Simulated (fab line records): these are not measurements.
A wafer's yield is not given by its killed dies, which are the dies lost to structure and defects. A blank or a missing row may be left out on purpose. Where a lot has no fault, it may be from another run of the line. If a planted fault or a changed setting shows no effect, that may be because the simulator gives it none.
fab line records | flow n5Finfet
[record] lots = 7 | wafers = 39
route steps=1938 shown ZERO_LAYER@11 FIN_SAQP@130 HKMG_FIN@388 MOL_CONTACT_COAG@537 BEOL_M0_SAQP@672 BEOL_M1@753 BEOL_M2@914 BEOL_M4@1111
startH: hours from the record's first day to the start of the lot's first wafer shown | waitH: hours since the lot's step before | " repeats the value in the row above | L1.1+2: several wafers, shown together as one row | - no value present, or no start provided | * or withheld: withheld | < > ~ a bound
route shown NAME@n: a module of which the file shows steps, and the number in the route of the first | usual: average and standard deviation across the fault-free wafers | same: alike in all rows | chamber/n: place in a boat | sites: each site's reading | _std_site: standard deviation across them | _edge_site: outer sites' mean less inner sites' | radiusMm: how far each site lies from the wafer's centre | mask NAME#n: copy n | behind: the last tool/chamber to shape the wafer | hold: the reason the lot was held/the length of the hold in hours/how it ended | device: transistor that didn't switch, given as n, p or np | end of line: tests of these same wafers at the route's end | a step without rows: its recipe alone | killed: not the wafer's yield, but the dies lost to structure and defects at the first sort | map: a wafer's dies, marking killed ones x, the rest . and places with no die _
set.NAME: the setting as run; set.NAME@STEP: as run at that earlier step | model.NAME: the simulator's own value behind a step, which no gauge read
lots run with intentionally changed settings; tables by step, rows by wafer
[[steps]]
[step N5_ZERO_LAYER_DEVELOP_10]
[recipe] developTimeS = 60 | rinseLiquid = diw | dry = airSpin | devTempC = 21
[step N5_FIN_SAQP_ETCH_65]
[recipe] chemistry = CF4 | target = SiO2 | targetDepthA = 40 | ionEnergyEv = 350 | timeS = 4.4 | pressureMtorr = 10 | icpW = 800 | biasW = 400 | cf4FlowSccm = 80
[step N5_HKMG_FIN_ALD_74]
[recipe] material = La2O3 | targetThkA = 5 | tempC = 250 | aldPrecursorFamily = La-Cp | aldCoReactant = O3 | pulseTimeS = 6 | coReactantPulseTimeS = 1 | purgeTimeS = 3 | coReactantPurgeTimeS = 3
[step N5_MOL_CONTACT_COAG_ETCH_15]
[recipe] chemistry = CH3F/O2 | target = SiNx | targetDepthA = 70 | maskMaterial = SOC | stopOn = Si:P | overEtchFrac = 0.75 | ionEnergyEv = 120 | pressureMtorr = 30 | sourceW = 395 | biasW = 73 | Ar_flow_sccm = 150 | CH3F_flow_sccm = 30 | O2_flow_sccm = 20
[step N5_BEOL_M0_SAQP_ETCH_106]
[recipe] chemistry = N2/H2 | target = SOC | targetDepthA = 1500 | stopOn = SiNx | ionEnergyEv = 100 | biasW = 61 | pressureMtorr = 30 | sourceW = 850 | n2FlowSccm = 200 | h2FlowSccm = 200
[step N5_BEOL_M1_PECVD_72]
[recipe] material = SiO2 | targetThkA = 160 | tempC = 400 | precursor = TEOS/O2 | pressureTorr = 5.5 | rfW = 450 | teosFlowSccm = 53.8 | gas = O2 | flowSccm = 3000 | timeS = 18
[step N5_BEOL_M2_SPUTTER_90]
[recipe] material = Cu | targetThkA = 45 | tempC = -20 | chamberPressurePa = 0.07 | powerW = withheld | timeS = 8.29
[step N5_BEOL_M4_RC_MEAS_101]
[usual] IOFF_P_LIN = 0.099/0.0086 | IOFF_P_LONG = 0.000106/7.3e-06 | VT_P = -250.3/2.3 | VT_P_LONG = -275.4/2.8
lot.wafer | tool      | chamber | startH | waitH | set.developTimeS@ZERO_LAYER_DEVELOP_10 | set.timeS@FIN_SAQP_ETCH_65 | set.coReactantPulseTimeS@HKMG_FIN_ALD_74 | set.targetDepthA@MOL_CONTACT_COAG_ETCH_15 | set.targetDepthA@BEOL_M0_SAQP_ETCH_106 | set.timeS@BEOL_M1_PECVD_72 | set.targetThkA@BEOL_M2_SPUTTER_90 | IOFF_P_LIN[nA/um] | IOFF_P_LONG[nA/um] | VT_P[mV] | VT_P_LONG[mV]
L077.1    | prober-01 | 0       | 204.19 | 0.0   | 60                                     | 4.4                        | 0.8179                                   | 46.65                                     | 1500                                   | 18                         | 45                                | 0.125             | 0.000116           | -246.0   | -275.5
L077.2    | "         | 0       | "      | "     | 60                                     | 4.4                        | 0.8179                                   | 46.65                                     | 1500                                   | 28.11                      | 45                                | 0.119             | 0.000116           | -244.4   | -271.6
L077.3    | "         | 0       | "      | "     | 60                                     | 4.4                        | 1                                        | 70                                        | 1500                                   | 18                         | 45                                | 0.096             | 0.000101           | -254.5   | -279.7
L077.4    | "         | 0       | "      | "     | 50.8                                   | 4.4                        | 0.8179                                   | 70                                        | 1500                                   | 28.11                      | 45                                | 0.105             | 0.000115           | -246.8   | -274.1
L077.5    | "         | 0       | "      | "     | 50.8                                   | 4.4                        | 1                                        | 46.65                                     | 1500                                   | 28.11                      | 45                                | 0.090             | 0.000101           | -252.9   | -276.2
L077.6    | "         | 0       | "      | "     | 50.8                                   | 4.4                        | 1                                        | 70                                        | 1500                                   | 18                         | 45                                | 0.084             | 0.000102           | -253.3   | -280.6
L079.3    | prober-01 | 0       | 224.19 | 0.3   | 60                                     | 4.4                        | 1                                        | 70                                        | 1500                                   | 18                         | 45                                | 0.106             | 0.000114           | -249.8   | -272.1
L079.4    | "         | 0       | "      | "     | 60                                     | 4.4                        | 1                                        | 70                                        | 1500                                   | 18                         | 45                                | 0.096             | 0.000117           | -251.6   | -272.4
L079.5    | "         | 0       | "      | "     | 60                                     | 4.4                        | 1                                        | 70                                        | 1500                                   | 18                         | 45                                | 0.097             | 0.000113           | -250.3   | -271.7
L083.1    | prober-01 | 0       | 249.15 | 0.0   | 60                                     | 4.4                        | 1                                        | 70                                        | 2215                                   | 27.52                      | 30.35                             | 0.094             | 9.6e-05            | -250.2   | -279.4
L083.2    | "         | 0       | "      | "     | 60                                     | 6.237                      | 1                                        | 70                                        | 2215                                   | 18                         | 45                                | 0.087             | 9.5e-05            | -250.9   | -275.1
L083.3    | "         | 0       | "      | "     | 60                                     | 6.237                      | 1                                        | 70                                        | 1500                                   | 27.52                      | 30.35                             | 0.097             | 9.6e-05            | -247.6   | -278.5
L083.4    | "         | 0       | "      | "     | 60                                     | 4.4                        | 1                                        | 70                                        | 2215                                   | 18                         | 45                                | 0.089             | 0.0001             | -252.4   | -278.5
L083.5    | "         | 0       | "      | "     | 60                                     | 4.4                        | 1                                        | 70                                        | 1500                                   | 18                         | 30.35                             | 0.087             | 9.4e-05            | -249.6   | -279.4
L083.6    | "         | 0       | "      | "     | 60                                     | 6.237                      | 1                                        | 70                                        | 1500                                   | 27.52                      | 45                                | 0.089             | 9.7e-05            | -252.5   | -276.9
L084.1    | prober-02 | 0       | 256.94 | 0.0   | 70.06                                  | 5.658                      | 1                                        | 70                                        | 725                                    | 23.11                      | 45                                | 0.086             | 8.7e-05            | -253.9   | -282.3
L084.2    | "         | 0       | "      | "     | 60                                     | 4.4                        | 1                                        | 70                                        | 725                                    | 18                         | 45                                | 0.087             | 9.4e-05            | -252.8   | -281.8
L084.3    | "         | 0       | "      | "     | 70.06                                  | 5.658                      | 1                                        | 70                                        | 1500                                   | 23.11                      | 36.55                             | 0.086             | 9.1e-05            | -254.2   | -282.0
L084.4    | "         | 0       | "      | "     | 60                                     | 5.658                      | 1                                        | 70                                        | 725                                    | 18                         | 36.55                             | 0.094             | 9e-05              | -250.8   | -281.1
L084.5    | "         | 0       | "      | "     | 70.06                                  | 4.4                        | 1                                        | 70                                        | 1500                                   | 18                         | 36.55                             | 0.081             | 8.7e-05            | -255.6   | -280.9
L084.6    | "         | 0       | "      | "     | 60                                     | 4.4                        | 1                                        | 70                                        | 1500                                   | 23.11                      | 45                                | 0.085             | 8.6e-05            | -255.0   | -281.2
L086.1    | prober-01 | 0       | 257.31 | 0.0   | 79.24                                  | 6.93                       | 1                                        | 70                                        | 1500                                   | 12.36                      | 62.25                             | 0.085             | 0.0001             | -256.3   | -279.0
L086.2    | "         | 0       | "      | "     | 79.24                                  | 4.4                        | 1                                        | 70                                        | 970.6                                  | 18                         | 62.25                             | 0.083             | 9.5e-05            | -254.4   | -278.0
L086.3    | "         | 0       | "      | "     | 79.24                                  | 6.93                       | 1                                        | 70                                        | 1500                                   | 18                         | 45                                | 0.091             | 0.000101           | -251.6   | -277.3
L086.4    | "         | 0       | "      | "     | 60                                     | 6.93                       | 1                                        | 70                                        | 970.6                                  | 12.36                      | 45                                | 0.085             | 9.9e-05            | -253.3   | -278.6
L086.5    | "         | 0       | "      | "     | 60                                     | 4.4                        | 1                                        | 70                                        | 970.6                                  | 18                         | 62.25                             | 0.089             | 9.7e-05            | -252.4   | -278.5
L086.6    | "         | 0       | "      | "     | 60                                     | 4.4                        | 1                                        | 70                                        | 1500                                   | 12.36                      | 45                                | 0.100             | 0.000102           | -250.2   | -277.4
L092.1    | prober-02 | 0       | 306.09 | 0.0   | 94.88                                  | 5.496                      | 1.209                                    | 70                                        | 1500                                   | 8.186                      | 45                                | 0.097             | 0.000105           | -251.7   | -277.9
L092.2    | "         | 0       | "      | "     | 94.88                                  | 5.496                      | 1.209                                    | 70                                        | 1100                                   | 18                         | 45                                | 0.093             | 0.000101           | -252.8   | -277.0
L092.3    | "         | 0       | "      | "     | 60                                     | 5.496                      | 1                                        | 33.92                                     | 1500                                   | 18                         | 45                                | 0.103             | 0.000117           | -249.1   | -271.0
L092.4    | "         | 0       | "      | "     | 94.88                                  | 4.4                        | 1                                        | 33.92                                     | 1100                                   | 8.186                      | 45                                | 0.103             | 0.000114           | -251.0   | -272.7
L092.5    | "         | 0       | "      | "     | 60                                     | 4.4                        | 1.209                                    | 33.92                                     | 1100                                   | 18                         | 45                                | 0.093             | 0.0001             | -251.4   | -276.0
L092.6    | "         | 0       | "      | "     | 60                                     | 4.4                        | 1                                        | 70                                        | 1500                                   | 8.186                      | 45                                | 0.100             | 0.000116           | -249.9   | -271.2
L095.1    | prober-01 | 0       | 317.48 | 0.0   | 60                                     | 3.306                      | 0.7363                                   | 70                                        | 1500                                   | 18                         | 45                                | 0.153             | 0.000134           | -239.8   | -264.1
L095.2    | "         | 0       | "      | "     | 26.33                                  | 4.4                        | 0.7363                                   | 48.95                                     | 1931                                   | 22.12                      | 45                                | 0.142             | 0.000137           | -240.7   | -265.7
L095.3    | "         | 0       | "      | "     | 60                                     | 4.4                        | 0.7363                                   | 70                                        | 1931                                   | 22.12                      | 37.41                             | 0.145             | 0.000142           | -239.5   | -265.1
L095.4    | "         | 0       | "      | "     | 26.33                                  | 4.4                        | 1                                        | 70                                        | 1500                                   | 18                         | 37.41                             | 0.098             | 0.000114           | -250.1   | -272.2
L095.5    | "         | 0       | "      | "     | 26.33                                  | 3.306                      | 1                                        | 48.95                                     | 1931                                   | 18                         | 37.41                             | 0.104             | 0.000107           | -250.2   | -275.3
L095.6    | "         | 0       | "      | "     | 60                                     | 3.306                      | 1                                        | 48.95                                     | 1500                                   | 22.12                      | 45                                | 0.094             | 0.000111           | -252.1   | -276.9
[[key]]
[split] step = N5_ZERO_LAYER_DEVELOP_10 | setting = developTimeS | statedAs = 60
response none clear
[split] step = N5_FIN_SAQP_ETCH_65 | setting = timeS | statedAs = 4.4
response none clear
[split] step = N5_HKMG_FIN_ALD_74 | setting = coReactantPulseTimeS | statedAs = 1
[response] step = N5_BEOL_M4_RC_MEAS_101 | reading = IOFF_P_LONG | slope = -8.61e-07 | per = 1% | togetherWith = all | explained = 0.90
[response] step = N5_BEOL_M4_RC_MEAS_101 | reading = VT_P_LONG | slope = -0.316 | per = 1% | togetherWith = all | explained = 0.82
[response] step = N5_BEOL_M4_RC_MEAS_101 | reading = VT_P | slope = -0.336 | per = 1% | togetherWith = all | explained = 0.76
[response] step = N5_BEOL_M4_RC_MEAS_101 | reading = IOFF_P_LIN | slope = -0.00132 | per = 1% | togetherWith = all | explained = 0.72
[split] step = N5_MOL_CONTACT_COAG_ETCH_15 | setting = targetDepthA | statedAs = 70
response none clear
[split] step = N5_BEOL_M0_SAQP_ETCH_106 | setting = targetDepthA | statedAs = 1500
response none clear
[split] step = N5_BEOL_M1_PECVD_72 | setting = timeS | statedAs = 18
response none clear
[split] step = N5_BEOL_M2_SPUTTER_90 | setting = targetThkA | statedAs = 45
response none clear
